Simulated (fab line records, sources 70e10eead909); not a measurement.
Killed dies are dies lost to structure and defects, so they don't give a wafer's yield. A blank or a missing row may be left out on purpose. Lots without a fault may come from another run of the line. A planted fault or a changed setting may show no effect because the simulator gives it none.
Chamber matching | flow nand_harc | NHARC_A_SLIT_DEP_23 on pecvd-02: 3 sister chambers
The step deposits SiON, target thk 100 nm. 3 wafers are shown with their chamber, then 9 later ones without.

WAFERS WITH THEIR CHAMBER
wafer  | chamber | heater_power_w (W)
L086.3 | 0       | 806
L086.4 | 2       | 630
L086.5 | 1       | 718

WAFERS WITHOUT THEIR CHAMBER
wafer  | heater_power_w (W)
L090.1 | 768
L090.2 | 556
L090.4 | 746
L093.1 | 654
L093.2 | 804
L093.4 | 797
L095.1 | 756
L095.2 | 630
L095.4 | 900

WHICH CHAMBER EACH WENT THROUGH
wafer  | from the rows above          | in truth
L090.1 | can't be placed: 0 or 1      | 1
L090.2 | can't be placed: 2 or 1      | 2
L090.4 | can't be placed: 1 or 0 or 2 | 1
L093.1 | can't be placed: 2 or 1      | 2
L093.2 | can't be placed: 0 or 1      | 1
L093.4 | can't be placed: 0 or 1      | 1
L095.1 | can't be placed: 1 or 0 or 2 | 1
L095.2 | can't be placed: 2 or 1      | 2
L095.4 | can't be placed: 0 or 1      | 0
Placed correctly: 0 of 9. Can't be placed from these rows: 9 (the true chamber is among the candidates in 9). Placed wrongly: 0.
How it was worked out, from the rows above alone: a wafer's distance from a chamber is the root of the sum, over the readings, of the square of ((its reading less the chamber's mean) divided by the reading's scatter). The wafer belongs to the nearest chamber; if the next one is less than 2 further off, it can't be placed. A chamber's mean is the mean of its shown wafers. The scatter: with one shown wafer a chamber, the root of the mean of the squares of how far each hidden wafer lies from its nearest shown one.
